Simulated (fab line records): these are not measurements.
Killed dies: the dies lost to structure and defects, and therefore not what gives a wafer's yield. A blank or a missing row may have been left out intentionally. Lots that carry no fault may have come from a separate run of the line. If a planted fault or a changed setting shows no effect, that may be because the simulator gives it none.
A lot that was struck, set against a sound lot -- flow nand_harc -- 14 out of 1302 route steps
Sound: these wafers, L984.1, L984.3, L984.6. Wafers struck: L993.1, L993.2, L993.5. Last of all comes the cause.
Per side, at each step with rows, come the tool, then ch with its chambers, and then its first start. Under that, the readings that differ: sound wafers -- struck wafers -- difference of the means -- sigmas: that difference in standard deviations of wafers without a fault.
alike: words and numbers the same on both sides, and readings whose means are apart by under 2 such deviations; not compared: readings that were withheld, readings missing a value for some wafer, numbers with overlapping values and no deviation given by the record, and bounds like >300 which may hide the same value.
Wherever a step has rows on one side only, a row that says differs or no value, or a row with sigmas, the two part there. Numbers that have no deviation but don't overlap get no sigmas and don't part them. Lack of a reading on every wafer of one side parts them only where that side has two or more wafers.

NHARC_A_STAIRCASE_ETCH_190: etches the open film in C4F8/O2, target depth 100 nm, time 40.5 s.
  sound: rie_diel-08 ch 0,1,3; struck: rie_diel-08 ch 0,3
  alike: oes_product_au, rf_fwd_power_W, rf_vpp_V
  not compared: rf_hours_counter_h
NHARC_A_STAIRCASE_TRIM_191: chemistry O2, time 211.2 s.
  sound: rie_diel-08 ch 0,3; struck: rie_diel-08 ch 1,2,3
  alike: drypump_motor_current_A, oes_product_au, rf_vpp_V, showerhead_plenum_p_Torr, throttle_valve_pct
  not compared: rf_hours_counter_h
then, 2 steps without rows for these wafers: NHARC_A_STAIRCASE_ETCH_192 (etches the open film in C4F8/O2, target depth 100 nm, time 40.5 s); NHARC_A_STAIRCASE_TRIM_193 (chemistry O2, time 211.2 s).
NHARC_A_STAIRCASE_ETCH_194: etches the open film in C4F8/O2, target depth 100 nm, time 40.5 s.
  sound: rie_diel-08 ch 1,2; struck: rie_diel-08 ch 0,1
  alike: oes_product_au, rf_fwd_power_W, rf_vpp_V
  not compared: rf_hours_counter_h
NHARC_A_STAIRCASE_TRIM_196: chemistry O2, time 211.2 s.
  sound on rie_diel-09 ch 2,3, day 16 18:41; struck on rie_diel-09 ch 0,2, day 20 05:14
  alike: drypump_motor_current_A, oes_product_au, rf_vpp_V, showerhead_plenum_p_Torr, throttle_valve_pct
  not compared: rf_hours_counter_h
then, 4 steps without rows for these wafers: NHARC_A_STAIRCASE_ETCH_197 (etches the open film in C4F8/O2, target depth 100 nm, time 40.5 s); NHARC_A_STAIRCASE_TRIM_198 (chemistry O2, time 211.2 s); NHARC_A_STAIRCASE_ETCH_199 (etches the open film in C4F8/O2, target depth 100 nm, time 40.5 s); NHARC_A_STAIRCASE_TRIM_200 (chemistry O2, time 211.2 s).
NHARC_A_STAIRCASE_ETCH_201: etches the open film in C4F8/O2, target depth 100 nm, time 40.5 s.
  sound: rie_diel-09 ch 0,3; struck: rie_diel-09 ch 0,1,3
  alike: oes_product_au, rf_fwd_power_W, rf_vpp_V
  not compared: rf_hours_counter_h
NHARC_A_STAIRCASE_TRIM_202: chemistry O2, time 211.2 s.
  sound on rie_diel-09 ch 0,1,2, day 16 19:26; struck on rie_diel-09 ch 0,1, day 20 08:58
reading,sound,struck,difference,sigmas
oes_product_au (a.u.),0.984 0.991 0.972,0.812 0.828 0.821,-0.162,-12
  alike: drypump_motor_current_A, rf_vpp_V, showerhead_plenum_p_Torr, throttle_valve_pct
  not compared: rf_hours_counter_h
then, 1 step without rows for these wafers: NHARC_A_STAIRCASE_ETCH_203 (etches the open film in C4F8/O2, target depth 100 nm, time 40.5 s).
-- break in the record here, with 8 days between the starts of the struck wafers on either side (left off in module A_STAIRCASE, picked up again in module END, where the first step shown is number 1302 on the route) --
NHARC_END_SORT_01:
  only the struck wafers appear in the record here, on prober-01 ch 0 at day 28 10:39; the sound ones have no rows

WHERE THEY PART
Earliest at NHARC_A_STAIRCASE_TRIM_202; latest, in this record, at NHARC_END_SORT_01.

WHY: the cause the simulator had injected
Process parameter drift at NHARC_A_STAIRCASE_TRIM_202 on rie_diel-09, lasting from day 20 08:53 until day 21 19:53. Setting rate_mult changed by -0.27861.
